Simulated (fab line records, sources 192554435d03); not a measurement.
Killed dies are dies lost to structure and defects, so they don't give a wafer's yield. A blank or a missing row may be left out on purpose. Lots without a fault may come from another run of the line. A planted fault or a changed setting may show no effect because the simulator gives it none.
fab line records | flow n5_finfet
record lots=6 wafers=16 last_day=19
route steps=1938 shown HKMG_FIN@430 GATE_CUT@465 BEOL_M4@1111 PASSIVATION@1936
lots that met no fault: from a run of the same line without faults
start_h: hours from the record's first day to the start of the lot's first wafer shown | wait_h: hours since the lot's step before | " the same as in the row above | L1.1+2: a row that stands for several wafers | - no value, or no start given | * or withheld: withheld | < > ~ a bound
route shown NAME@n: a module of which the file shows steps, and the number in the route of the first | usual: mean/standard deviation of fault-free wafers | same: alike in all rows | chamber/n: place in a boat | sites: the reading at each site | _std_site: their standard deviation | _edge_site: outer sites' mean less inner sites' | radius_mm: how far each site lies from the wafer's centre | mask NAME#n: copy n | behind: the tool/chamber that last shaped the wafer | hold: why the lot was held/for how many hours/how that ended | device: the transistor (n, p or np) that didn't switch | end of line: the same wafers' tests at the end of the route | a step without rows: its recipe alone | killed: dies lost to structure and defects at the first sort, not the wafer's yield | map: a wafer's dies, x killed, . not, _ none there
set.NAME: the setting as run; set.NAME@STEP: as run at that earlier step | model.NAME: the simulator's own value behind a step, which no gauge read
lots at some steps of the route; a table a step, a row a wafer
services: from which hour (start_h, from the record's first day; less than 0 if before it) a tool's chamber was out of use, for how many hours, and why
## steps
# step N5_HKMG_FIN_CD_MEAS_12
# recipe target_cd_nm=92.8 landing_energy_ev=500 detector=se_inlens
# usual cd_nm=92.8/0.8
# columns lot.wafer tool chamber start_h wait_h cd_nm
L972.1 cd_sem-03 0 76.05 - 93.8
L972.2 " 0 " " 92.9
L972.5 " 0 " " 93.4
L978.1 cd_sem-03 0 118.78 - 93.3
L978.4 " 0 " " 93.0
L978.6 " 0 " " 93.0
L987.3 cd_sem-01 0 162.59 - 93.5
L987.5 " 0 " " 93.7
L988.2 cd_sem-02 0 168.96 - 93.4
L988.3 " 0 " " 94.4
L989.3 cd_sem-01 0 174.74 - 92.1
L989.5 " 0 " " 91.8
L989.6 " 0 " " 93.2
L992.1 cd_sem-01 0 199.24 - 92.0
L992.5 " 0 " " 91.9
L992.6 " 0 " " 91.7
# step N5_HKMG_FIN_OVL_MEAS_13
# recipe points_per_wafer=44
# usual NWFM_OVL=0.2/0.76
# columns lot.wafer tool chamber start_h wait_h NWFM_OVL[nm]
L972.1 overlay-02 0 76.08 0.0 1.0
L972.2 " 0 " " 0.9
L972.5 " 0 " " 1.1
L978.1 overlay-01 0 118.81 0.0 0.0
L978.4 " 0 " " -0.3
L978.6 " 0 " " 0.2
L987.3 overlay-01 0 162.62 0.0 0.1
L987.5 " 0 " " 1.1
L988.2 overlay-01 0 168.99 0.0 1.8
L988.3 " 0 " " 1.5
L989.3 overlay-01 0 174.76 0.0 1.2
L989.5 " 0 " " 1.2
L989.6 " 0 " " 1.2
L992.1 overlay-01 0 199.27 0.0 0.2
L992.5 " 0 " " 0.6
L992.6 " 0 " " 1.2
# step N5_HKMG_FIN_INSPECT_14
# recipe mode=adi inspect_instrument=macro
# usual raw_defect_count=2.1/1.4
# columns lot.wafer tool chamber start_h wait_h raw_defect_count
L972.1 defect_inspect-01 - 76.10 0.0 2
L972.2 " - " " 1
L972.5 " - " " 3
L978.1 defect_inspect-02 - 118.83 0.0 1
L978.4 " - " " 5
L978.6 " - " " 1
L987.3 defect_inspect-02 - 162.65 0.0 2
L987.5 " - " " 2
L988.2 defect_inspect-02 - 169.01 0.0 4
L988.3 " - " " 1
L989.3 defect_inspect-02 - 174.79 0.0 1
L989.5 " - " " 3
L989.6 " - " " 2
L992.1 defect_inspect-02 - 199.30 0.0 3
L992.5 " - " " 2
L992.6 " - " " 3
# step N5_HKMG_FIN_DESCUM_17
# recipe chemistry=O2 time_s=7.9 source_power_w=50 bias_power_w=20 pressure_mtorr=20 rf_frequency_hz=2.712e+07 temp_c=40 resist=CAR-ArF o2_flow_sccm=225
# step N5_HKMG_FIN_ETCH_31
# recipe chemistry=CF4 target=SiARC target_depth_a=455 mask_material=CAR-ArF time_s=75.8 ion_energy_ev=80 pressure_mtorr=40 source_w=545 bias_w=36 Ar_flow_sccm=100 cf4_flow_sccm=100 ends=cleared
# step N5_HKMG_FIN_ETCH_32
# recipe chemistry=N2/H2 target=SOC target_depth_a=2400 temp_c=40 time_s=300 ion_energy_ev=200 mask_material=SiARC pressure_mtorr=30 source_w=840 bias_w=150 n2_flow_sccm=200 h2_flow_sccm=200
# usual chamber_pressure_mTorr=29.998/0.026 drypump_motor_current_A=5.6/0.49 n2_flow_sccm=199.9/0.68 oes_product_au=0.79/0.087 rf_vpp_V=523.7/1.8 showerhead_plenum_p_Torr=2.54/0.067 throttle_valve_pct=17.61/0.21
# columns lot.wafer tool chamber start_h wait_h chamber_pressure_mTorr drypump_motor_current_A n2_flow_sccm oes_product_au rf_hours_counter_h rf_vpp_V showerhead_plenum_p_Torr throttle_valve_pct
L972.1 rie_diel-01 0 76.23 0.0 30.012 5.5 199.4 0.73 163 524.1 2.54 17.83
L972.2 " 1 " " 29.985 5.0 199.6 0.75 134 527.1 2.70 18.03
L972.5 " 2 " " 30.018 5.2 200.4 0.72 - 521.6 2.41 17.50
L978.1 rie_diel-01 1 118.95 0.0 30.011 5.1 200.5 0.75 144 527.1 2.70 18.04
L978.4 " 3 " " 30.045 5.6 200.2 0.87 42 521.9 2.50 17.46
L978.6 " 2 " " 30.036 5.2 200.2 0.71 - 519.8 2.40 17.53
L987.3 rie_diel-05 2 162.77 0.0 29.981 5.4 199.5 0.79 132 523.0 2.54 17.42
L987.5 " 1 " " 29.984 6.4 200.8 0.86 - 521.7 2.49 17.42
L988.2 rie_diel-01 1 169.14 0.0 30.001 5.1 200.0 0.75 154 525.2 2.70 18.04
L988.3 " 0 " " 29.972 5.5 200.9 0.71 186 522.1 2.53 17.86
L989.3 rie_diel-05 0 174.91 0.0 30.000 5.3 200.1 0.78 98 524.5 2.56 17.58
L989.5 " 2 " " 29.999 5.4 199.8 0.78 - 524.3 2.54 17.43
L989.6 " 3 " " 29.990 5.3 199.6 0.94 - 523.1 2.49 17.59
L992.1 rie_diel-01 0 199.42 0.0 30.024 5.5 199.2 0.71 195 524.1 2.53 17.89
L992.5 " 1 " " 29.983 5.1 199.3 0.74 - 526.9 2.69 18.08
L992.6 " 0 " " 30.031 5.5 198.5 0.71 - 523.4 2.53 17.89
# step N5_HKMG_FIN_STRIP_33
# recipe chemistry=N2/H2 temp_c=40 n2_flow_sccm=200 h2_flow_sccm=200 rf_frequency_hz=6e+07
# step N5_HKMG_FIN_STRIP_34
# recipe chemistry=CF4 resist=SiARC power_w=300 bias_power_w=75 pressure_mtorr=50 cf4_flow_sccm=150 rf_frequency_hz=6e+07
# step N5_HKMG_FIN_ETCH_35
# recipe chemistry=N2/H2 target=SOC target_depth_a=2158 ion_energy_ev=65 bias_w=5 source_w=3000 time_s=243.4 pressure_mtorr=30 n2_flow_sccm=200 h2_flow_sccm=200
# step N5_HKMG_FIN_STRIP_92
# recipe chemistry=N2/H2 material=SOC time_s=20 power_w=500 temp_c=40 pressure_mtorr=50 rf_frequency_hz=6e+07 bias_power_w=8 h2_frac=0.5 n2_flow_sccm=300 h2_flow_sccm=300
# step N5_HKMG_FIN_WET_ETCH_18
# recipe chemistry=SC1 target=TiN mix=1:1:5 temp_c=* time_s=55 target_depth_nm=5.2 dry=ipa_marangoni rinse_time_s=30 rinse_temp_c=23
# step N5_HKMG_FIN_STRIP_19
# recipe chemistry=N2/H2 power_w=2500 temp_c=300 h2_frac=0.65 time_s=360 pressure_mtorr=withheld n2_flow_sccm=1750 h2_flow_sccm=3250
# step N5_HKMG_FIN_ALD_91
# recipe material=TiN target_thk_a=10 temp_c=400 ald_precursor_family=TiCl4 ald_co_reactant=NH3 pulse_time_s=1 purge_time_s=3 co_reactant_purge_time_s=2 co_reactant_pulse_time_s=2 ald_cycles=47 pressure_torr=3
# usual ald_cycles=47/0 heater_power_w=890/88 precursor_pulse_height_rel=0.999/0.022
# columns lot.wafer tool chamber start_h wait_h ald_cycles heater_power_w precursor_pulse_height_rel
L972.1 ald_metal-04 3 77.12 0.3 47 1006 1.001
L972.2 " 0 " " 47 905 1.028
L972.5 " 0 " " 47 907 1.034
L978.1 ald_metal-03 1 120.36 0.3 47 822 0.943
L978.4 " 3 " " 47 924 1.002
L978.6 " 0 " " 47 793 0.995
L987.3 ald_metal-04 1 163.69 0.1 44 773 0.984
L987.5 " 0 " " 47 875 0.998
L988.2 ald_metal-04 0 170.03 0.3 44 911 1.041
L988.3 " 1 " " 44 785 1.033
L989.3 ald_metal-02 3 175.81 0.1 47 1021 1.000
L989.5 " 0 " " 47 995 1.016
L989.6 " 3 " " 47 984 0.976
L992.1 ald_metal-02 0 200.31 0.3 47 1007 1.015
L992.5 " 0 " " 47 968 1.001
L992.6 " 1 " " 47 829 1.040
# step N5_HKMG_FIN_COAT_85
# recipe resist=SOC temp_c=250 time_s=60 spin_rpm=1500 resist_thk_nm=300
# step N5_HKMG_FIN_ETCH_86
# recipe chemistry=N2/H2 target=SOC target_depth_a=3932 stop_on=TiN ion_energy_ev=100 bias_w=61 pressure_mtorr=30 source_w=850 n2_flow_sccm=200 h2_flow_sccm=200
# step N5_HKMG_FIN_STRIP_89
# recipe chemistry=N2/H2 material=SOC time_s=20 power_w=500 temp_c=40 pressure_mtorr=50 rf_frequency_hz=6e+07 bias_power_w=8 h2_frac=0.5 n2_flow_sccm=300 h2_flow_sccm=300
# step N5_HKMG_FIN_WET_ETCH_87
# recipe chemistry=SC1 target=TiN mix=1:2:40 temp_c=50 time_s=154.2 target_depth_nm=4.7 dry=ipa_marangoni rinse_time_s=30 rinse_temp_c=23
# step N5_HKMG_FIN_STRIP_88
# recipe chemistry=N2/H2 power_w=2500 temp_c=300 h2_frac=0.65 time_s=360 pressure_mtorr=withheld n2_flow_sccm=1750 h2_flow_sccm=3250
# step N5_HKMG_FIN_NWFM_ALD_20
# recipe material=TiAlC target_thk_a=20 temp_c=300 ald_precursor_family=TiCl4 ald_co_reactant=TEA pulse_time_s=3 purge_time_s=2 co_reactant_purge_time_s=2 co_reactant_pulse_time_s=10 ald_cycles=7 pressure_torr=3
# step N5_HKMG_FIN_ALD_71
# recipe material=TiN target_thk_a=10 temp_c=400 ald_precursor_family=TiCl4 ald_co_reactant=NH3 pulse_time_s=1 purge_time_s=3 co_reactant_purge_time_s=2 co_reactant_pulse_time_s=2 ald_cycles=47 pressure_torr=3
# step N5_HKMG_FIN_COAT_66
# recipe resist=SOC temp_c=250 time_s=60 spin_rpm=1500 resist_thk_nm=300
# step N5_HKMG_FIN_ETCH_67
# recipe chemistry=N2/H2 target=SOC target_depth_a=3889 stop_on=TiN ion_energy_ev=100 bias_w=61 pressure_mtorr=30 source_w=850 n2_flow_sccm=200 h2_flow_sccm=200
# step N5_HKMG_FIN_STRIP_90
# recipe chemistry=N2/H2 material=SOC time_s=20 power_w=500 temp_c=40 pressure_mtorr=50 rf_frequency_hz=6e+07 bias_power_w=8 h2_frac=0.5 n2_flow_sccm=300 h2_flow_sccm=300
# step N5_HKMG_FIN_WET_ETCH_73
# recipe chemistry=SC1 mix=1:2:40 temp_c=50 time_s=42.3 target_depth_nm=1.3 dry=ipa_marangoni rinse_time_s=30 rinse_temp_c=23
# step N5_HKMG_FIN_ETCHBACK_68
# recipe chemistry=Cl2/Ar stop_on=HfO2 target_depth_a=5 pressure_mtorr=10 icp_w=600 bias_w=60 Cl2_flow_sccm=40 Ar_flow_sccm=60
# usual chamber_pressure_mTorr=9.999/0.0083 drypump_motor_current_A=5.7/0.4 he_backside_leak_sccm=3.5/0.36 oes_product_au=0.71/0.079 throttle_valve_pct=20.88/0.23
# columns lot.wafer tool chamber start_h wait_h chamber_pressure_mTorr drypump_motor_current_A he_backside_leak_sccm oes_product_au rf_hours_counter_h throttle_valve_pct
L972.1 rie_metal-01 0 78.81 0.0 10.015 5.0 3.3 0.81 29 20.79
L972.2 " 1 " " 9.993 5.9 3.6 0.60 122 20.96
L972.5 " 0 " " 9.996 5.0 3.3 0.81 - 20.79
L978.1 rie_metal-01 0 122.06 0.0 9.982 5.0 3.3 0.80 31 20.79
L978.4 " 0 " " 9.993 5.0 3.3 0.79 - 20.78
L978.6 " 0 " " 10.000 5.0 3.2 0.80 - 20.80
L987.3 rie_metal-02 0 165.40 0.1 10.010 6.2 3.7 0.69 - 21.34
L987.5 " 1 " " 10.001 6.0 3.5 0.60 - 20.96
L988.2 rie_metal-01 1 171.66 0.0 9.989 5.9 3.6 0.60 126 20.96
L988.3 " 0 " " 10.004 5.0 3.4 0.79 - 20.78
L989.3 rie_metal-02 1 177.59 0.1 10.002 6.1 3.6 0.60 - 20.94
L989.5 " 1 " " 10.009 6.0 3.6 0.60 - 20.94
L989.6 " 0 " " 10.001 6.1 3.6 0.69 - 21.32
L992.1 rie_metal-03 0 202.27 0.0 10.002 5.8 3.3 0.76 41 20.56
L992.5 " 0 " " 10.009 5.8 3.2 0.76 - 20.55
L992.6 " 1 " " 9.994 5.7 3.5 0.75 - 20.79
# step N5_HKMG_FIN_STRIP_69
# recipe chemistry=N2/H2 power_w=2500 temp_c=300 h2_frac=0.65 time_s=360 pressure_mtorr=withheld n2_flow_sccm=1750 h2_flow_sccm=3250
# usual drypump_motor_current_A=5.61/0.2 heater_power_w=443/48 n2_flow_sccm=1750/4.8
# columns lot.wafer tool chamber start_h wait_h drypump_motor_current_A heater_power_w n2_flow_sccm rf_hours_counter_h
L972.1 plasma_asher-02 1 78.95 0.1 5.84 432 1752 37
L972.2 " 0 " " 5.64 434 1750 37
L972.5 " 0 " " 5.65 445 1762 -
L978.1 plasma_asher-01 1 122.20 0.1 5.51 519 1747 103
L978.4 " 0 " " 5.30 381 1755 -
L978.6 " 0 " " 5.29 392 1752 -
L987.3 plasma_asher-02 1 165.62 0.2 5.84 423 1754 -
L987.5 " 0 " " 5.71 428 1750 -
L988.2 plasma_asher-02 0 171.80 0.1 5.66 446 1743 52
L988.3 " 1 " " 5.84 424 1748 -
L989.3 plasma_asher-02 0 177.83 0.2 5.66 444 1741 -
L989.5 " 1 " " 5.84 424 1755 -
L989.6 " 0 " " 5.66 444 1744 -
L992.1 plasma_asher-02 1 202.41 0.1 5.82 448 1748 57
L992.5 " 1 " " 5.81 442 1746 -
L992.6 " 0 " " 5.65 431 1744 -
# step N5_HKMG_FIN_ALD_21
# recipe material=TiN target_thk_a=15 temp_c=400 ald_precursor_family=TiCl4 ald_co_reactant=NH3 pulse_time_s=1 purge_time_s=3 co_reactant_purge_time_s=2 co_reactant_pulse_time_s=2 ald_cycles=68 pressure_torr=3
# step N5_HKMG_FIN_ALD_72
# recipe material=W target_thk_a=20 temp_c=300 pressure_torr=7.5 ald_precursor_family=WF6 ald_co_reactant=B2H6 pulse_time_s=1 purge_time_s=2 co_reactant_purge_time_s=2 co_reactant_pulse_time_s=3 ald_cycles=7
# step N5_HKMG_FIN_W_FILL_22
# recipe material=W target_thk_a=600 temp_c=400 pressure_torr=39.4 time_s=18.2
# usual heater_power_w=850/120 throttle_valve_pct=19.6/1.2
# columns lot.wafer tool chamber start_h wait_h heater_power_w throttle_valve_pct
L972.1 cvd_w-01 0 79.76 0.0 988 19.2
L972.2 " 1 " " 715 19.0
L972.5 " 1 " " 715 18.6
L978.1 cvd_w-01 0 123.01 0.0 986 19.4
L978.4 " 0 " " 984 19.2
L978.6 " 1 " " 690 18.7
L987.3 cvd_w-02 0 166.31 0.0 817 22.5
L987.5 " 0 " " 802 22.4
L988.2 cvd_w-01 1 172.61 0.0 700 18.8
L988.3 " 1 " " 711 19.2
L989.3 cvd_w-01 0 178.53 0.0 1002 19.5
L989.5 " 0 " " 1004 19.6
L989.6 " 1 " " 720 19.1
L992.1 cvd_w-01 0 203.21 0.0 983 19.5
L992.5 " 0 " " 960 19.6
L992.6 " 1 " " 707 18.9
# step N5_HKMG_FIN_PRECLEAN_83
# recipe chemistry=DIW time_s=57.5 temp_c=23
# step N5_HKMG_FIN_SRD_84
# recipe dry_time_s=32 dry=n2_spin spin_rpm=1500
# step N5_HKMG_FIN_CMP_23
# recipe stop_on=SiNx t_overpolish_s=10 post_cmp_clean=rinse_only down_force_psi=4 platen_rpm=50.289 pad_velocity_m_s=1.0006 target_thk_nm=46.326
# step N5_HKMG_FIN_CMP_94
# recipe stop_on=SiNx post_cmp_clean=w_dilute_nh4oh t_overpolish_s=4.7 down_force_psi=4 platen_rpm=50.289 pad_velocity_m_s=1.0006 target_thk_nm=43.299
# usual motor_current_A=12.5/0.97 slurry_filter_dp_kPa=13.50/0.14
# columns lot.wafer tool chamber start_h wait_h motor_current_A slurry_filter_dp_kPa
L972.2 cmp-02 1 80.41 0.3 14.5 13.49
L972.1 " 2 " " 12.7 13.53
L972.5 " 0 " " 12.7 13.37
L978.1 cmp-02 3 123.63 0.3 13.3 13.54
L978.4 " 1 " " 14.0 13.51
L978.6 " 2 " " 13.2 13.48
L987.3 cmp-01 2 166.98 0.2 10.5 13.55
L987.5 " 0 " " 11.7 13.43
L988.3 cmp-04 0 173.31 0.4 12.7 13.86
L988.2 " 3 " " 12.4 13.37
L989.3 cmp-04 2 179.28 0.2 11.7 13.44
L989.6 " 3 " " 12.5 13.73
L989.5 " 0 " " 13.1 13.63
L992.1 cmp-01 1 203.89 0.3 13.7 13.74
L992.5 " 3 " " 13.3 13.62
L992.6 " 0 " " 12.4 13.18
# step N5_HKMG_FIN_INSPECT_28
# recipe inspect_instrument=darkfield mode=post_cmp
# usual raw_defect_count=39/19
# columns lot.wafer tool chamber start_h wait_h raw_defect_count
L972.1 defect_inspect-01 - 80.58 0.0 20
L972.2 " - " " 34
L972.5 " - " " 36
L978.1 defect_inspect-01 - 123.83 0.0 38
L978.4 " - " " 36
L978.6 " - " " 21
L987.3 defect_inspect-02 - 167.12 0.0 33
L987.5 " - " " 19
L988.2 defect_inspect-01 - 173.54 0.0 30
L988.3 " - " " 38
L989.3 defect_inspect-01 - 179.43 0.0 29
L989.5 " - " " 38
L989.6 " - " " 25
L992.1 defect_inspect-02 - 204.07 0.0 29
L992.5 " - " " 30
L992.6 " - " " 35
# step N5_GATE_CUT_ETCHBACK_00
# recipe chemistry=SF6/Cl2 target=W pressure_mtorr=8 icp_w=900 bias_w=80 SF6_flow_sccm=40 Cl2_flow_sccm=60
# step N5_GATE_CUT_ETCH_56
# recipe chemistry=Cl2/Ar target=TiN target_depth_a=216 pressure_mtorr=10 icp_w=600 bias_w=60 Cl2_flow_sccm=40 Ar_flow_sccm=60
# step N5_GATE_CUT_ETCHBACK_30
# recipe chemistry=Cl2/Ar target=TiN target_depth_a=30 mode=isotropic pressure_mtorr=10 icp_w=600 bias_w=60 Cl2_flow_sccm=40 Ar_flow_sccm=60
# step N5_GATE_CUT_VAPOR_ETCH_60
# recipe chemistry=BCl3/Cl2 target=HfO2 mode=isotropic
# step N5_GATE_CUT_ETCH_58
# recipe chemistry=CH3F/O2 target=SiNx target_depth_a=170 time_s=128.6 ion_energy_ev=50 pressure_mtorr=30 source_w=415 bias_w=21 Ar_flow_sccm=150 CH3F_flow_sccm=30 O2_flow_sccm=20
# step N5_GATE_CUT_STRIP_59
# recipe chemistry=N2/H2 time_s=20 power_w=100 temp_c=40 pressure_mtorr=100 rf_frequency_hz=6e+07 bias_power_w=3 n2_flow_sccm=300 h2_flow_sccm=300
# step N5_GATE_CUT_PRECLEAN_31
# recipe temp_c=23 chemistry=DIW time_s=300
# step N5_BEOL_M4_RC_MEAS_101
# usual DIBL_N=37.1/2.6 DIBL_P=38/3 IOFF_N=0.18/0.052 IOFF_N_LONG=5.58e-05/2.4e-06 IOFF_P=0.25/0.06 ION_N=678/15 ION_P=467/8.6 SS_N=71.7/0.73 SS_P=73.7/0.89 VT_N=249/4.3 VT_N_LONG=274.5/2 VT_P=-248/3.8
# columns lot.wafer tool chamber start_h wait_h DIBL_N[mV/V] DIBL_P[mV/V] IOFF_N[nA/um] IOFF_N_LONG[nA/um] IOFF_P[nA/um] ION_N[uA/um] ION_P[uA/um] SS_N[mV/dec] SS_P[mV/dec] VT_N[mV] VT_N_LONG[mV] VT_P[mV]
L972.1 prober-01 0 230.79 0.0 35.2 37 0.16 5.57e-05 0.23 667 465 71.4 73.5 252 276.9 -246
L972.2 " 0 " " 37.3 42 0.21 5.49e-05 0.33 678 471 72.4 74.3 246 275.3 -243
L972.5 " 0 " " 37.4 38 0.22 5.73e-05 0.24 671 457 73.1 73.1 249 274.5 -246
L978.1 prober-01 0 265.52 0.0 38.1 38 0.18 5.69e-05 0.26 686 476 71.7 73.7 249 274.2 -244
L978.4 " 0 " " 38.1 39 0.19 5.75e-05 0.29 681 483 71.9 73.8 244 273.4 -241
L978.6 " 0 " " 37.8 39 0.19 5.64e-05 0.29 697 486 71.2 73.8 247 275.9 -244
L987.3 prober-01 0 317.46 0.3 35.0 36 0.18 6.4e-05 0.20 686 461 70.7 73.9 246 268.3 -251
L987.5 " 0 " " 36.1 38 0.15 5.31e-05 0.25 682 473 71.1 74.1 250 278.4 -247
L989.3 prober-02 0 327.20 0.3 38.7 40 0.19 5.5e-05 0.30 681 474 71.1 74.3 249 274.0 -244
L989.5 " 0 " " 37.3 37 0.18 5.84e-05 0.26 690 473 71.5 73.5 248 274.0 -243
L989.6 " 0 " " 40.8 43 0.24 5.48e-05 0.39 687 477 72.3 74.8 243 274.1 -239
L988.2 prober-01 0 342.59 0.2 38.9 39 0.28 7.06e-05 0.27 702 466 72.4 73.9 240 263.5 -246
L988.3 " 0 " " 40.9 43 0.35 7.08e-05 0.36 714 478 73.0 75.1 234 265.4 -244
L992.1 prober-02 0 351.06 0.0 35.2 36 0.15 5.52e-05 0.22 664 460 71.5 73.6 251 275.1 -249
L992.5 " 0 " " 37.9 38 0.18 5.83e-05 0.24 676 461 72.1 74.6 249 277.7 -249
L992.6 " 0 " " 35.4 36 0.13 5.54e-05 0.20 662 461 71.8 72.6 251 275.0 -253
# step N5_PASSIVATION_PROBE_49
# usual defect_limited_yield=91.4/1.4 killed_at_M0_to_M3=34/9.1 killed_at_M4_up=14/5.2 killed_at_contacts=12/6.4 killed_at_front_end=38/11 killed_at_other=3.7/2.8 killed_dies=102/17 killed_open=68/13 killed_short=32/7.8 sort_bin_4_leakage=0.05/0.3 sort_bin_5_function=5.1/1 sort_bin_6_memory=3.2/0.66 sort_bin_8_speed=0.1/0.92 sort_n_pass=1076/19 sort_yield_pct=91.2/1.6
# same gross_dies=1180 killed_at_back_side=0
# columns lot.wafer tool chamber start_h wait_h defect_limited_yield[%] killed_at_M0_to_M3 killed_at_M4_up killed_at_contacts killed_at_front_end killed_at_other killed_dies killed_open killed_short sort_bin_4_leakage[%] sort_bin_5_function[%] sort_bin_6_memory[%] sort_bin_8_speed[%] sort_n_pass sort_yield_pct[%]
L972.1 prober-01 - 337.07 0.0 92.9 30 9 11 26 8 84 51 32 0 3.5 3.3 0 1096 92.9
L972.2 prober-01 - 337.12 0.1 90.7 57 8 7 32 6 110 75 35 0 5.2 3.7 0 1070 90.7
L972.5 prober-01 - 337.27 0.2 92.7 32 14 6 33 1 86 58 26 0 4.6 2.3 0 1094 92.7
L987.3 prober-02 - 422.52 0.1 86.5 46 24 29 57 3 159 104 30 0 6.7 4.5 0 1021 86.5
L989.3 prober-01 - 436.21 0.1 91.5 28 15 8 42 7 100 69 31 0 4.9 3.1 0 1080 91.5
L989.5 prober-01 - 436.31 0.2 89.2 34 15 6 69 3 127 80 46 0 5.6 4.9 0 1053 89.2
L989.6 prober-01 - 436.36 0.3 91.1 30 11 10 53 1 105 74 30 0 4.7 3.9 0 1075 91.1
L988.2 prober-01 - 449.17 0.1 92.4 28 17 21 23 1 90 67 22 0 4.7 2.7 0 1090 92.4
L988.3 prober-01 - 449.22 0.1 91.9 23 28 11 33 0 95 67 28 1.69 4.7 3.1 0 1065 90.3
L992.1 prober-02 - 456.14 0.0 90.3 36 21 8 45 4 114 69 45 0 6.0 3.2 0 1066 90.3
L992.5 prober-02 - 456.34 0.2 89.7 40 5 21 51 4 121 87 34 0 6.5 3.4 0 1059 89.7
L992.6 prober-02 - 456.39 0.3 91.9 35 10 11 38 2 96 61 33 0 4.4 3.5 0 1084 91.9
# killed by level:class
L972.1 BEOL_M3:geometric_particle:open=12 MOL_CONTACT_COAG:geometric_particle:open=8 FIN_SAQP:geometric_particle:short=5 DUMMY_GATE:geometric_particle:open=5 BEOL_M4:geometric_particle:short=5 MIM_TOP_ETCH:geometric_particle:open=5 BEOL_M0_SAQP:geometric_particle:open=4 GATE_CUT:geometric_particle:short=4
L972.2 BEOL_M3:geometric_particle:open=15 BEOL_M2:geometric_particle:open=9 DUMMY_GATE:geometric_particle:open=7 BEOL_M0_SAQP:geometric_particle:open=7 BEOL_M0_SAQP:geometric_particle:short=7 BEOL_M1:geometric_particle:open=6 MOL_CONTACT_COAG:geometric_particle:open=5 BEOL_M3:geometric_particle:short=5
L972.5 BEOL_M2:geometric_particle:open=11 BEOL_M3:geometric_particle:open=11 STI_FIN_REVEAL:geometric_particle:open=6 FIN_SAQP:geometric_particle:short=5 DUMMY_GATE:geometric_particle:open=5 BEOL_M0_SAQP:geometric_particle:short=5 BEOL_M4:geometric_particle:open=5 FIN_SAQP:geometric_particle:open=4
L987.3 MOL_CONTACT_COAG:geometric_particle:open=23 HKMG_FIN:area_ald=23 BEOL_M4:geometric_particle:open=17 STI_FIN_REVEAL:geometric_particle:open=14 BEOL_M0_SAQP:geometric_particle:open=13 BEOL_M1:geometric_particle:open=9 BEOL_M2:geometric_particle:open=8 DUMMY_GATE:geometric_particle:open=6
L989.3 FIN_SAQP:geometric_particle:open=17 MOL_CONTACT_COAG:geometric_particle:open=8 FIN_SAQP:geometric_particle:short=7 BEOL_M2:geometric_particle:open=7 BEOL_M3:geometric_particle:open=6 BEOL_M4:geometric_particle:open=6 BEOL_M0:geometric_particle:open=4 STI_FIN_REVEAL:geometric_particle:open=3
L989.5 FIN_SAQP:geometric_particle:open=19 FIN_SAQP:geometric_particle:short=13 STI_FIN_REVEAL:geometric_particle:open=10 BEOL_M3:geometric_particle:open=9 STARTING-WAFER:geometric_particle:short=6 BEOL_M0_SAQP:geometric_particle:open=5 MOL_CONTACT_COAG:geometric_particle:open=5 BEOL_M0_SAQP:geometric_particle:short=5
L989.6 FIN_SAQP:geometric_particle:open=19 MOL_CONTACT_COAG:geometric_particle:open=10 BEOL_M3:geometric_particle:open=7 BEOL_M0:geometric_particle:open=6 FIN_SAQP:geometric_particle:short=5 DUMMY_GATE:geometric_particle:open=5 BEOL_M3:geometric_particle:short=5 BEOL_M6:geometric_particle:open=4
L988.2 MOL_CONTACT_COAG:geometric_particle:open=16 BEOL_M2:geometric_particle:open=13 STI_FIN_REVEAL:geometric_particle:open=6 BEOL_M4:geometric_particle:open=6 MOL_CONTACT_COAG:geometric_particle:short=5 FIN_SAQP:geometric_particle:short=4 GATE_CUT:geometric_particle:open=4 BEOL_M0_SAQP:geometric_particle:short=4
L988.3 BEOL_M4:geometric_particle:open=12 STI_FIN_REVEAL:geometric_particle:open=11 BEOL_M0_SAQP:geometric_particle:open=6 MOL_CONTACT_COAG:geometric_particle:short=6 BEOL_M5:geometric_particle:open=6 MOL_CONTACT_COAG:geometric_particle:open=5 BEOL_M6:geometric_particle:open=5 GATE_CUT:geometric_particle:short=4
L992.1 FIN_SAQP:geometric_particle:short=19 BEOL_M2:geometric_particle:open=16 FIN_SAQP:geometric_particle:open=10 MOL_CONTACT_COAG:geometric_particle:open=7 BEOL_M4:geometric_particle:open=5 BEOL_M0:geometric_particle:open=4 BEOL_M3:geometric_particle:open=4 BEOL_M7:geometric_particle:open=4
L992.5 FIN_SAQP:geometric_particle:open=19 MOL_CONTACT_COAG:geometric_particle:open=17 STI_FIN_REVEAL:geometric_particle:open=12 BEOL_M2:geometric_particle:open=7 BEOL_M3:geometric_particle:open=7 BEOL_M0_SAQP:geometric_particle:short=7 BEOL_M0:geometric_particle:open=7 FIN_SAQP:geometric_particle:short=5
L992.6 BEOL_M2:geometric_particle:open=13 STI_FIN_REVEAL:geometric_particle:open=10 FIN_SAQP:geometric_particle:open=9 FIN_SAQP:geometric_particle:short=7 MOL_CONTACT_COAG:geometric_particle:open=7 STARTING-WAFER:geometric_particle:short=5 BEOL_M0_SAQP:geometric_particle:short=5 MOL_CONTACT_COAG:geometric_particle:short=4
## services
# columns tool chamber start_h hours kind
cmp-01 - 63.05 0.8 repair
cvd_w-01 0 71.10 2.5 repair
cmp-01 - 85.63 4.0 pm
cvd_w-01 - 92.03 6.9 pm
cmp-02 - 94.13 2.5 repair
cmp-01 - 97.63 2.3 repair
cvd_w-01 - 98.93 2.8 pm
ald_metal-04 2 101.05 28.4 repair
rie_metal-01 - 104.04 2.8 pm
ald_metal-02 2 104.99 4.0 repair
rie_diel-01 1 110.94 3.2 repair
ald_metal-04 1 113.95 2.2 repair
plasma_asher-02 - 115.22 13.2 repair
ald_metal-02 3 120.42 5.9 repair
cmp-04 - 122.74 6.0 pm
rie_diel-01 - 123.84 1.0 repair
cmp-02 - 145.23 0.3 repair
rie_diel-01 - 147.93 0.5 repair
cmp-02 - 160.85 4.0 pm
cmp-04 - 168.36 0.7 repair
rie_diel-05 - 177.06 2.8 pm
cmp-04 - 177.61 0.6 repair
rie_diel-05 - 188.93 0.2 repair
ald_metal-02 3 199.23 4.6 repair
## key
first_sign step=N5_HKMG_FIN_ALD_91 reading=ald_cycles direction=down sigmas=99+ usual=* struck=*
effect step=N5_BEOL_M4_RC_MEAS_101 reading=IOFF_N_LONG direction=up sigmas=5.4 usual=5.58e-05 struck=6.85e-05
effect step=N5_BEOL_M4_RC_MEAS_101 reading=VT_N_LONG direction=down sigmas=4.4 usual=274.5 struck=265.7
met_at N5_HKMG_FIN_ALD_91
struck_wafers L987.3,L988.2,L988.3
onset_between 77.12 163.69
fault kind=process_parameter_drift tool=ald_metal-04 chamber=- onset_h=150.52 steps=N5_HKMG_FIN_ALD_91 channel=ald_cycles offset=* shape=step end_h=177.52 scope=struck_wafers_only acts_in=* stated=*
